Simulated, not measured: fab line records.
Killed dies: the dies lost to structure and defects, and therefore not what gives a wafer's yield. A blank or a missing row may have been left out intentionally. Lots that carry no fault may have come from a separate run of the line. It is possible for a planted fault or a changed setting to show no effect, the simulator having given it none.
Which of the tools did it? + flow nand harc + 13 lots, 35 wafers sampled, at 6 steps of a route of 1302

WHAT EACH GAUGE READ, for each wafer
NHARC_END_SORT_01. Usual: defect limited yield is 90.3 % with standard deviation 3, killed at array is 60 with standard deviation 21, killed at other is 1.0 with standard deviation 1.2, killed at periphery is 4.2 with standard deviation 2.8, killed dies is 65 with standard deviation 20, killed open is 3.1 with standard deviation 1.8, and killed short is 2.6 with standard deviation 1.6.
| lot  | measured     | on        | defect limited yield (%) | killed at array | killed at other | killed at periphery | killed dies | killed open | killed short | flag |
|------|--------------|-----------|--------------------------|-----------------|-----------------|---------------------|-------------|-------------|--------------|------|
| L294 | day 24 03:50 | prober-02 | 84.8 84.8 87.6           | 99 101 81       | 0 0 0           | 4 2 3               | 103 103 84  | 6 3 3       | 2 5 3        |      |
| L295 | day 24 19:50 | prober-01 | 86.6 87.9 89.2           | 85 79 71        | 1 0 1           | 5 3 1               | 91 82 73    | 3 2 2       | 4 2 2        |      |
| L296 | day 24 20:43 | prober-02 | 92.8 91.6 91.7           | 42 49 44        | 0 1 2           | 7 7 10              | 49 57 56    | 1 2 1       | 1 4 2        |      |
| L299 | day 26 10:00 | prober-02 | 91.1 90.1 91.4           | 57 62 57        | 2 0 0           | 1 5 1               | 60 67 58    | 3 5 4       | 0 4 5        |      |
| L300 | day 26 09:59 | prober-01 | 93.4 92.5 92.2           | 38 48 48        | 4 3 1           | 3 0 4               | 45 51 53    | 5 3 3       | 1 2 4        |      |
| L302 | day 28 08:25 | prober-01 | 88.6 87.3 87.3           | 69 85 83        | 6 0 1           | 2 1 2               | 77 86 86    | 6 5 3       | 2 1 3        |      |
| L303 | day 28 00:35 | prober-01 | 92.0 90.8 92.3           | 51 56 48        | 0 2 0           | 3 4 4               | 54 62 52    | 0 4 2       | 3 3 4        |      |
| L304 | day 28 00:35 | prober-02 | 92.5 90.4 90.3           | 46 62 62        | 1 1 2           | 4 2 2               | 51 65 66    | 1 3 5       | 2 5 2        |      |
| L305 | day 28 17:08 | prober-02 | 64.3                     | 46              | 0               | 196                 | 242         | 3           | 0            | OFF  |
| L306 | day 29 02:14 | prober-01 | 64.5                     | 49              | 0               | 191                 | 240         | 1           | 2            | OFF  |
| L307 | day 30 03:49 | prober-02 | 58.1 93.6 93.2           | 46 36 39        | 0 0 0           | 238 7 7             | 284 43 46   | 3 2 1       | 1 5 2        | OFF  |
| L315 | day 33 10:50 | prober-01 | 97.0 95.1 95.4           | 15 22 19        | 1 2 3           | 4 9 9               | 20 33 31    | 2 4 5       | 2 3 2        |      |
| L316 | day 33 05:31 | prober-02 | 89.8 92.8 88.9           | 66 47 68        | 1 1 1           | 2 1 6               | 69 49 75    | 2 3 5       | 5 2 4        |      |

WHAT TOOL EACH LOT RAN ON (gives the tool, then ch and the chambers of the sampled wafers, and finally the start)
| lot  | NHARC_P_BONDPAD_ECD_18         | NHARC_A_BONDPAD_CMP_29        | NHARC_A_BONDPAD_STRIP_15           | NHARC_A_BONDPAD_PVD_27                  | NHARC_THIN_TSV_GRIND_00       |
|------|--------------------------------|-------------------------------|------------------------------------|-----------------------------------------|-------------------------------|
| L294 | ecd cu-01 ch 0,1, day 6 13:26  | cmp-02 ch 1,3, day 22 17:57   | rie diel-10 ch 1,3, day 22 19:15   | pvd sputter-01, day 23 10:28 or earlier | grinder-01 ch 0, day 23 10:28 |
| L295 | ecd cu-01 ch 0,1, day 7 06:41  | cmp-02 ch 0,1, day 23 10:57   | rie diel-10 ch 0,3, day 23 12:15   | pvd sputter-01, day 24 00:48 or earlier | grinder-01 ch 0, day 24 00:48 |
| L296 | ecd cu-01 ch 0,1, day 7 10:50  | cmp-02 ch 0,1, day 23 13:51   | rie diel-09 ch 1,2,3, day 23 15:19 | pvd sputter-03, day 24 02:11 or earlier | grinder-01 ch 0, day 24 02:11 |
| L299 | ecd cu-02 ch 0,1, day 8 14:55  | cmp-03 ch 2,3, day 25 03:56   | rie diel-09 ch 0,2, day 25 05:13   | pvd sputter-01, day 25 17:40 or earlier | grinder-01 ch 0, day 25 17:40 |
| L300 | ecd cu-02 ch 0,1, day 9 02:17  | cmp-03 ch 0,1, day 24 23:54   | rie diel-09 ch 1,2,3, day 25 01:20 | pvd sputter-01, day 25 16:28 or earlier | grinder-01 ch 0, day 25 16:28 |
| L302 | ecd cu-01 ch 0,1, day 10 01:54 | cmp-02 ch 0,1,2, day 26 17:37 | rie diel-10 ch 1,3, day 26 18:59   | pvd sputter-02, day 27 08:11 or earlier | grinder-01 ch 0, day 27 08:11 |
| L303 | ecd cu-02 ch 0,1, day 10 15:04 | cmp-03 ch 0,3, day 26 19:00   | rie diel-09 ch 1,2, day 26 20:26   | pvd sputter-01, day 27 07:01 or earlier | grinder-01 ch 0, day 27 07:01 |
| L304 | ecd cu-01 ch 0,1, day 10 17:18 | cmp-02 ch 0,1, day 26 20:17   | rie diel-10 ch 1,2,3, day 26 21:43 | pvd sputter-01, day 27 09:22 or earlier | grinder-01 ch 0, day 27 09:22 |
| L305 | ecd cu-01 ch 1, day 11 05:32   | cmp-03 ch 1, day 27 09:56     | rie diel-10 ch 0, day 27 11:10     | pvd sputter-02, day 28 00:54 or earlier | grinder-01 ch 0, day 28 00:54 |
| L306 | ecd cu-01 ch 1, day 11 11:58   | cmp-04 ch 0, day 27 07:55     | rie diel-09 ch 2, day 27 09:11     | pvd sputter-03, day 28 01:10 or earlier | grinder-01 ch 0, day 28 01:10 |
| L307 | ecd cu-01 ch 0,1, day 11 23:12 | cmp-02 ch 2,3, day 28 14:31   | rie diel-09 ch 0,1, day 28 15:55   | pvd sputter-03, day 29 06:35 or earlier | grinder-01 ch 0, day 29 06:35 |
| L315 | ecd cu-01 ch 0,1, day 15 13:09 | cmp-04 ch 0,1,2, day 31 17:58 | rie diel-10 ch 0,1,2, day 31 19:13 | pvd sputter-03, day 32 11:15 or earlier | grinder-01 ch 0, day 32 11:15 |
| L316 | ecd cu-01 ch 0,1, day 15 18:20 | cmp-04 ch 1,2,3, day 31 12:32 | rie diel-04 ch 1,2, day 31 13:56   | pvd sputter-03, day 32 10:15 or earlier | grinder-01 ch 0, day 32 10:15 |
- NHARC_P_BONDPAD_ECD_18: material Cu, target thk 400 nm.
- NHARC_A_BONDPAD_CMP_29: polishes SiCN, target thk 200 nm.
- NHARC_A_BONDPAD_STRIP_15: strips in O2.
- NHARC_A_BONDPAD_PVD_27: deposits Cu, target thk 30 nm, time 20.49 s.
- NHARC_THIN_TSV_GRIND_00

AS READ BY THE TOOLS THEMSELVES (means over the sampled wafers that have a number; for cases with no such wafer, the mark the record gives instead)
NHARC_A_BONDPAD_CMP_29. Usual: motor current A at 12.3 A, with a standard deviation of 0.82.
| lot  | tool   | motor current A (A) | flag |
|------|--------|---------------------|------|
| L294 | cmp-02 | 12.2                |      |
| L295 | cmp-02 | 12.1                |      |
| L296 | cmp-02 | 12.5                |      |
| L299 | cmp-03 | 12.5                |      |
| L300 | cmp-03 | 12.9                |      |
| L302 | cmp-02 | 12.0                |      |
| L303 | cmp-03 | 12.0                |      |
| L304 | cmp-02 | 12.0                |      |
| L305 | cmp-03 | 12.7                |      |
| L306 | cmp-04 | 11.3                |      |
| L307 | cmp-02 | 12.2                |      |
| L315 | cmp-04 | 11.6                |      |
| L316 | cmp-04 | 11.6                |      |

NHARC_A_BONDPAD_STRIP_15. Usual: drypump motor current A 5.8 A, standard deviation 0.62; oes product au 0.999 a.u., standard deviation 0.0069; rf vpp V 58.0 V, standard deviation 0.89; showerhead plenum p Torr 3.60 Torr, standard deviation 0.14; throttle valve pct 17.037 %, standard deviation 0.009.
| lot  | tool        | drypump motor current A (A) | oes product au (a.u.) | rf vpp V (V) | showerhead plenum p Torr (Torr) | throttle valve pct (%) | flag |
|------|-------------|-----------------------------|-----------------------|--------------|---------------------------------|------------------------|------|
| L294 | rie diel-10 | 5.3                         | 1.002                 | 58.6         | 3.78                            | 17.035                 |      |
| L295 | rie diel-10 | 6.2                         | 1.009                 | 57.8         | 3.55                            | 17.027                 |      |
| L296 | rie diel-09 | 5.7                         | 1.004                 | 58.8         | 3.52                            | 17.038                 |      |
| L299 | rie diel-09 | 5.5                         | 0.998                 | 58.2         | 3.52                            | 17.042                 |      |
| L300 | rie diel-09 | 5.7                         | 0.997                 | 57.6         | 3.51                            | 17.039                 |      |
| L302 | rie diel-10 | 5.1                         | 0.992                 | 57.5         | 3.78                            | 17.037                 |      |
| L303 | rie diel-09 | 6.1                         | 0.998                 | 57.9         | 3.45                            | 17.040                 |      |
| L304 | rie diel-10 | 5.5                         | 0.995                 | 58.4         | 3.74                            | 17.046                 |      |
| L305 | rie diel-10 | 6.5                         | 1.003                 | 57.8         | 3.44                            | 17.039                 |      |
| L306 | rie diel-09 | 5.1                         | 0.996                 | 55.8         | 3.46                            | 17.044                 |      |
| L307 | rie diel-09 | 6.5                         | 0.997                 | 57.5         | 3.50                            | 17.040                 |      |
| L315 | rie diel-10 | 5.8                         | 1.005                 | 57.5         | 3.63                            | 17.029                 |      |
| L316 | rie diel-04 | 5.5                         | 1.002                 | 57.8         | 3.57                            | 17.041                 |      |

NHARC_A_BONDPAD_PVD_27. Usual: throttle valve pct at 29.7 %, with a standard deviation of 1.1.
| lot  | tool           | throttle valve pct (%) | flag |
|------|----------------|------------------------|------|
| L294 | pvd sputter-01 | 29.4                   |      |
| L295 | pvd sputter-01 | 28.6                   |      |
| L296 | pvd sputter-03 | 29.9                   |      |
| L299 | pvd sputter-01 | 28.7                   |      |
| L300 | pvd sputter-01 | 28.6                   |      |
| L302 | pvd sputter-02 | 30.6                   |      |
| L303 | pvd sputter-01 | 30.2                   |      |
| L304 | pvd sputter-01 | 30.2                   |      |
| L305 | pvd sputter-02 | 30.4                   |      |
| L306 | pvd sputter-03 | 27.6                   |      |
| L307 | pvd sputter-03 | 29.0                   |      |
| L315 | pvd sputter-03 | 30.4                   |      |
| L316 | pvd sputter-03 | 30.9                   |      |

NHARC_THIN_TSV_GRIND_00. Usual: motor current A at 11.999 A, with a standard deviation of 0.022.
| lot  | tool       | motor current A (A) | flag |
|------|------------|---------------------|------|
| L294 | grinder-01 | 11.999              |      |
| L295 | grinder-01 | 12.008              |      |
| L296 | grinder-01 | 11.976              |      |
| L299 | grinder-01 | 11.990              |      |
| L300 | grinder-01 | 11.999              |      |
| L302 | grinder-01 | 11.991              |      |
| L303 | grinder-01 | 12.000              |      |
| L304 | grinder-01 | 12.010              |      |
| L305 | grinder-01 | 12.009              |      |
| L306 | grinder-01 | 11.988              |      |
| L307 | grinder-01 | 12.013              |      |
| L315 | grinder-01 | 12.003              |      |
| L316 | grinder-01 | 12.005              |      |

THE ANSWER, worked out from the rows above alone
Rule: lot off if the mean of its wafers having a number is beyond 3 standard deviations from the usual mean. A lot without any number at a reading at which 4 lots or more have one is off too. Any other lot the step has rows for is counted as sound. The gauges are gone through in route order, then the tools' own readings, and for those a lot's mean is taken as printed above. The first step at which some lot is off is used, and at that step the reading that is off furthest; a lot without a number counts as furthest.
Off: L305, L306, L307 (NHARC_END_SORT_01, killed at periphery).
A tool fits if, at a process step before that reading, it ran every lot that is off, and no sound lot after the first of them. Gauges at NHARC_END_SORT_01: tried the same way as those tools. NHARC_A_BONDPAD_PVD_27 gives no start for some lots, so the hours and the order of its lots are those of NHARC_THIN_TSV_GRIND_00. No candidate that was tried fits.

WHAT WAS PUT IN BY THE SIMULATOR
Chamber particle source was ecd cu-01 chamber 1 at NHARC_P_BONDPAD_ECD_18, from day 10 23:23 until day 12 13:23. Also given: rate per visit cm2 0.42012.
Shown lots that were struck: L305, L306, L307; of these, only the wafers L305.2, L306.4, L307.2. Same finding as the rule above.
